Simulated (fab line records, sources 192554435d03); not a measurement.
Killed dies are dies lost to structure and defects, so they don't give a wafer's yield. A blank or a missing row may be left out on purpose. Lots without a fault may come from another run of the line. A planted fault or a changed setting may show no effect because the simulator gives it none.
fab line records | flow n5_finfet
record lots=7 wafers=39
route steps=1938 shown BEOL_M7@1308
start_h: hours from the record's first day to the start of the lot's first wafer shown | wait_h: hours since the lot's step before | " the same as in the row above | L1.1+2: a row that stands for several wafers | - no value, or no start given | * or withheld: withheld | < > ~ a bound
route shown NAME@n: a module of which the file shows steps, and the number in the route of the first | usual: mean/standard deviation of fault-free wafers | same: alike in all rows | chamber/n: place in a boat | sites: the reading at each site | _std_site: their standard deviation | _edge_site: outer sites' mean less inner sites' | radius_mm: how far each site lies from the wafer's centre | mask NAME#n: copy n | behind: the tool/chamber that last shaped the wafer | hold: why the lot was held/for how many hours/how that ended | device: the transistor (n, p or np) that didn't switch | end of line: the same wafers' tests at the end of the route | a step without rows: its recipe alone | killed: dies lost to structure and defects at the first sort, not the wafer's yield | map: a wafer's dies, x killed, . not, _ none there
set.NAME: the setting as run; set.NAME@STEP: as run at that earlier step | model.NAME: the simulator's own value behind a step, which no gauge read
lots whose settings were changed on purpose; a table a step, a row a wafer
## steps
# step N5_BEOL_M7_TRENCH_ETCH_37
# recipe chemistry=C4F6/O2 target_depth_a=934.78 target=SiCOH_lowk time_s=31.2 ion_energy_ev=250 pressure_mtorr=30 source_w=345 bias_w=185 Ar_flow_sccm=300 C4F6_flow_sccm=10 O2_flow_sccm=10
# columns lot.wafer tool chamber start_h wait_h set.time_s model.etch.depth_nm model.BEOL_M7.feature_depth_nm model.TiN_of_BEOL_M7_HM_DEP_02.thk_nm
L077.1 rie_diel-03 0 - - 15.07 44.61 44.6 18.2
L077.2 " 3 " " 31.2 91.85 91.8 17.2
L077.3 " 2 " " 31.2 93.85 93.8 17
L077.4 " 1 " " 31.2 94.61 94.6 17
L077.5 " 3 " " 15.07 43.97 44 18.4
L077.6 " 0 " " 15.07 44.4 44.4 18.2
L079.1 rie_diel-03 0 - - 31.2 92.5 92.6 16.8
L079.2 " 3 " " 31.2 92.4 92.4 17.4
L079.3 " 2 " " 31.2 93.39 93.4 17.2
L079.4 " 1 " " 31.2 95.81 95.8 17
L079.5 " 1 " " 31.2 96.03 96 16.8
L079.6 " 2 " " 31.2 93.61 93.6 17.4
L082.1 rie_diel-04 3 - - 31.2 95.69 95.6 17
L082.2 " 2 " " 31.2 94.68 94.6 16.8
L082.3 " 0 " " 48.19 141.9 142 15.6
L082.4 " 1 " " 31.2 95.78 95.8 17
L082.5 " 2 " " 48.19 145.8 145.8 15.4
L082.6 " 3 " " 48.19 149.4 149.4 15.4
L089.1 rie_diel-02 1 - - 31.2 94.32 94.4 17.4
L089.2 " 0 " " 48.47 145 145 15.6
L089.3 " 2 " " 48.47 148.2 148.2 15.2
L089.4 " 3 " " 48.47 144.3 144.2 15.6
L089.5 " 1 " " 31.2 93.47 93.4 17
L089.6 " 2 " " 31.2 95.52 95.6 16.8
L088.1 rie_diel-04 1 - - 21.98 67.37 67.4 18
L088.2 " 0 " " 21.98 64.38 64.4 18.2
L088.3 " 3 " " 31.2 95.61 95.6 17.4
L088.4 " 2 " " 31.2 94.4 94.4 17
L088.5 " 0 " " 31.2 90.94 91 17.4
L088.6 " 3 " " 21.98 67.69 67.6 18
L094.1 rie_diel-04 1 - - 31.2 94.88 94.8 17.4
L094.2 " 2 " " 31.2 93.66 93.6 17.4
L094.3 " 0 " " 18.76 54.92 55 18.6
L094.4 " 3 " " 18.76 57.4 57.4 18.8
L094.5 " 0 " " 31.2 91.61 91.6 17.4
L094.6 " 1 " " 18.76 56.75 56.8 18.6
L095.1 rie_diel-04 3 - - 31.2 97.06 97 17.4
L095.2 " 0 " " 31.2 92.17 92.2 17.8
L095.4 " 1 " " 31.2 95.6 95.6 18
# step N5_BEOL_M7_ETCH_41
# recipe chemistry=CH3F/O2 target=SiCN target_depth_a=319 taper_deg=2 time_s=57.8 ion_energy_ev=120 mask_material=TiN pressure_mtorr=30 source_w=395 bias_w=75 Ar_flow_sccm=150 CH3F_flow_sccm=30 O2_flow_sccm=20
# step N5_BEOL_M7_STRIP_80
# recipe chemistry=N2/H2 time_s=10 power_w=450 temp_c=40 pressure_mtorr=20 rf_frequency_hz=6e+07 bias_power_w=7 n2_flow_sccm=200 h2_flow_sccm=200
# step N5_BEOL_M7_OCD_MEAS_38
# usual trench_depth_nm=94.0/1.6
# columns lot.wafer tool chamber start_h wait_h set.time_s@BEOL_M7_TRENCH_ETCH_37 trench_depth_nm
L077.1 ocd-02 - 225.90 - 15.07 44.5
L077.2 " - " " 31.2 91.6
L077.3 " - " " 31.2 93.8
L077.4 " - " " 31.2 94.0
L077.5 " - " " 15.07 44.2
L077.6 " - " " 15.07 44.5
L079.1 ocd-01 - 236.35 - 31.2 92.1
L079.2 " - " " 31.2 92.7
L079.3 " - " " 31.2 93.6
L079.4 " - " " 31.2 95.8
L079.5 " - " " 31.2 96.5
L079.6 " - " " 31.2 93.6
L082.1 ocd-02 - 238.30 - 31.2 95.8
L082.2 " - " " 31.2 94.8
L082.3 " - " " 48.19 141.5
L082.4 " - " " 31.2 94.8
L082.5 " - " " 48.19 145.9
L082.6 " - " " 48.19 149.7
L089.1 ocd-01 - 292.29 - 31.2 94.5
L089.2 " - " " 48.47 145.0
L089.3 " - " " 48.47 147.9
L089.4 " - " " 48.47 144.3
L089.5 " - " " 31.2 93.1
L089.6 " - " " 31.2 95.5
L088.1 ocd-02 - 292.46 - 21.98 67.1
L088.2 " - " " 21.98 64.6
L088.3 " - " " 31.2 95.1
L088.4 " - " " 31.2 94.7
L088.5 " - " " 31.2 91.1
L088.6 " - " " 21.98 67.4
L094.1 ocd-01 - 333.72 - 31.2 94.8
L094.2 " - " " 31.2 93.3
L094.3 " - " " 18.76 55.9
L094.4 " - " " 18.76 57.6
L094.5 " - " " 31.2 91.5
L094.6 " - " " 18.76 57.0
L095.1 ocd-02 - 338.59 - 31.2 97.1
L095.2 " - " " 31.2 92.2
L095.4 " - " " 31.2 95.0
# step N5_BEOL_M7_HM_STRIP_39
# recipe chemistry=peroxide_tin_strip material=TiN target_depth_a=250 temp_c=50 time_s=158
# step N5_BEOL_M7_SRD_40
# recipe time_s=30 temp_c=23 rinse_liquid=diw dry=ipa_marangoni
# step N5_BEOL_M7_ECD_50
# recipe material=Cu target_thk_a=3000
# step N5_BEOL_M7_ANNEAL_51
# recipe temp_c=225 time_s=90 ambient=N2
# step N5_BEOL_M7_CMP_52
# recipe stop_on=SiCOH_lowk t_overpolish_s=6.9 down_force_psi=1 platen_rpm=50 clearing_platen_down_force_psi=1.5 clearing_platen_rpm=50 post_cmp_clean=cu_alkaline target_thk_nm=80 clearing_platen_pad_velocity_m_s=0.99484 pad_velocity_m_s=0.99484
# columns lot.wafer tool chamber start_h wait_h set.time_s@BEOL_M7_TRENCH_ETCH_37 model.Cu_of_BEOL_M7_ECD_50.thk_nm
L077.2 cmp-01 3 227.78 0.2 31.2 77.4
L077.4 " 0 " " 31.2 81.2
L077.1+6 " 1,3 " " 15.07 30.4
L077.3 " 2 " " 31.2 79.6
L077.5 " 0 " " 15.07 29.2
L079.3 cmp-04 1 238.54 0.2 31.2 81.4
L079.2 " 2 " " 31.2 77.4
L079.1 " 3 " " 31.2 79.6
L079.4 " 0 " " 31.2 81
L079.6 " 1 " " 31.2 80.6
L079.5 " 2 " " 31.2 81.6
L082.2 cmp-01 2 241.90 0.2 31.2 82
L082.1 " 3 " " 31.2 82.6
L082.3 " 0 " " 48.19 129
L082.4 " 1 " " 31.2 82.4
L082.6 " 2 " " 48.19 137
L082.5 " 3 " " 48.19 132.4
L089.1 cmp-04 2 294.74 0.3 31.2 79.6
L089.3 " 3 " " 48.47 135.4
L089.2 " 0 " " 48.47 130.6
L089.4 " 1 " " 48.47 131.2
L089.6 " 2 " " 31.2 81
L089.5 " 3 " " 31.2 82
L088.2 cmp-01 0 294.90 0.2 21.98 51.4
L088.1 " 1 " " 21.98 55
L088.3 " 2 " " 31.2 83.2
L088.4 " 3 " " 31.2 80.6
L088.6 " 0 " " 21.98 55.2
L088.5 " 1 " " 31.2 78
L094.2 cmp-01 1 336.20 0.2 31.2 81.6
L094.1 " 2 " " 31.2 82.8
L094.3 " 3 " " 18.76 42
L094.4 " 0 " " 18.76 45.6
L094.5 " 1 " " 31.2 79
L094.6 " 2 " " 18.76 44.8
L095.4 cmp-01 0 341.70 0.1 31.2 82.2
L095.1 " 2 " " 31.2 84
L095.2 " 3 " " 31.2 78.4
# step N5_BEOL_M7_THK_MEAS_53
# recipe thk_meas_gauge=xrf reads=Cu_of_BEOL_M7_ECD_50
# usual M7_THK=81.0/2.1
# columns lot.wafer tool chamber start_h wait_h set.time_s@BEOL_M7_TRENCH_ETCH_37 M7_THK[nm]
L077.1 film_metro-02 - 228.08 - 15.07 30.7
L077.2 " - " " 31.2 77.9
L077.3 " - " " 31.2 79.9
L077.4 " - " " 31.2 81.7
L077.5 " - " " 15.07 29.3
L077.6 " - " " 15.07 30.5
L079.1 film_metro-01 - 238.83 - 31.2 79.9
L079.2 " - " " 31.2 77.8
L079.3 " - " " 31.2 81.5
L079.4 " - " " 31.2 81.3
L079.5 " - " " 31.2 81.7
L079.6 " - " " 31.2 81.0
L082.1 film_metro-01 - 242.20 - 31.2 81.6
L082.2 " - " " 31.2 80.9
L082.3 " - " " 48.19 127.5
L082.4 " - " " 31.2 81.4
L082.5 " - " " 48.19 130.4
L082.6 " - " " 48.19 135.8
L089.1 film_metro-01 - 295.04 - 31.2 79.6
L089.2 " - " " 48.47 131.0
L089.3 " - " " 48.47 135.3
L089.4 " - " " 48.47 131.6
L089.5 " - " " 31.2 81.8
L089.6 " - " " 31.2 81.2
L088.1 film_metro-01 - 295.19 - 21.98 55.2
L088.2 " - " " 21.98 51.5
L088.3 " - " " 31.2 83.3
L088.4 " - " " 31.2 80.9
L088.5 " - " " 31.2 78.2
L088.6 " - " " 21.98 55.2
L094.1 film_metro-02 - 336.49 - 31.2 82.4
L094.2 " - " " 31.2 80.9
L094.3 " - " " 18.76 41.9
L094.4 " - " " 18.76 45.4
L094.5 " - " " 31.2 78.6
L094.6 " - " " 18.76 44.6
L095.1 film_metro-01 - 342.00 - 31.2 83.6
L095.2 " - " " 31.2 78.4
L095.4 " - " " 31.2 81.9
# step N5_BEOL_M7_PRE_CLEAN_55
# recipe gas=NH3 time_s=15 temp_c=withheld rf_power_w=300
# step N5_BEOL_M7_DEP_56
# recipe material=SiCN target_thk_a=100 temp_c=withheld precursor=3MS/NH3 pressure_torr=3 rf_w=202 time_s=17.5
# step N5_BEOL_M7_RS_MEAS_57
# recipe thk_meas_gauge=four-point-probe reads=Cu_of_BEOL_M7_ECD_50+Co_of_BEOL_M7_CVD_78+TaN_of_BEOL_M7_ALD_77
# usual M7_RS=0.284/0.0084
# columns lot.wafer tool chamber start_h wait_h set.time_s@BEOL_M7_TRENCH_ETCH_37 M7_RS[ohm/sq]
L077.1 film_metro-02 - 228.21 0.1 15.07 0.960
L077.2 " - " " 31.2 0.297
L077.3 " - " " 31.2 0.288
L077.4 " - " " 31.2 0.281
L077.5 " - " " 15.07 1.020
L077.6 " - " " 15.07 0.969
L079.1 film_metro-01 - 238.96 0.1 31.2 0.287
L079.2 " - " " 31.2 0.296
L079.3 " - " " 31.2 0.280
L079.4 " - " " 31.2 0.282
L079.5 " - " " 31.2 0.279
L079.6 " - " " 31.2 0.283
L082.1 film_metro-01 - 242.33 0.1 31.2 0.275
L082.2 " - " " 31.2 0.277
L082.3 " - " " 48.19 0.166
L082.4 " - " " 31.2 0.276
L082.5 " - " " 48.19 0.161
L082.6 " - " " 48.19 0.155
L089.1 film_metro-01 - 295.17 0.1 31.2 0.288
L089.2 " - " " 48.47 0.163
L089.3 " - " " 48.47 0.157
L089.4 " - " " 48.47 0.163
L089.5 " - " " 31.2 0.278
L089.6 " - " " 31.2 0.282
L088.1 film_metro-01 - 295.32 0.1 21.98 0.449
L088.2 " - " " 21.98 0.488
L088.3 " - " " 31.2 0.273
L088.4 " - " " 31.2 0.284
L088.5 " - " " 31.2 0.295
L088.6 " - " " 21.98 0.446
L094.1 film_metro-01 - 336.62 0.1 31.2 0.275
L094.2 " - " " 31.2 0.279
L094.3 " - " " 18.76 0.629
L094.4 " - " " 18.76 0.568
L094.5 " - " " 31.2 0.291
L094.6 " - " " 18.76 0.582
L095.1 film_metro-02 - 342.13 0.1 31.2 0.271
L095.2 " - " " 31.2 0.293
L095.4 " - " " 31.2 0.278
## key
split step=N5_BEOL_M7_TRENCH_ETCH_37 setting=time_s stated=31.2 by=wafer
response step=N5_BEOL_M7_TRENCH_ETCH_37 reading=model.etch.depth_nm change=+0.932 per=1% r=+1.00
response step=N5_BEOL_M7_TRENCH_ETCH_37 reading=model.BEOL_M7.feature_depth_nm change=+0.931 per=1% r=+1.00
response step=N5_BEOL_M7_TRENCH_ETCH_37 reading=model.TiN_of_BEOL_M7_HM_DEP_02.thk_nm change=-0.0273 per=1% r=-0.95
response step=N5_BEOL_M7_OCD_MEAS_38 reading=trench_depth_nm change=+0.929 per=1% r=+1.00
response step=N5_BEOL_M7_CMP_52 reading=model.Cu_of_BEOL_M7_ECD_50.thk_nm change=+0.933 per=1% r=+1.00
response step=N5_BEOL_M7_THK_MEAS_53 reading=M7_THK change=+0.932 per=1% r=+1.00
response step=N5_BEOL_M7_RS_MEAS_57 reading=M7_RS shape=bent at_lowest=0.983 at_stated=0.283 at_highest=0.161
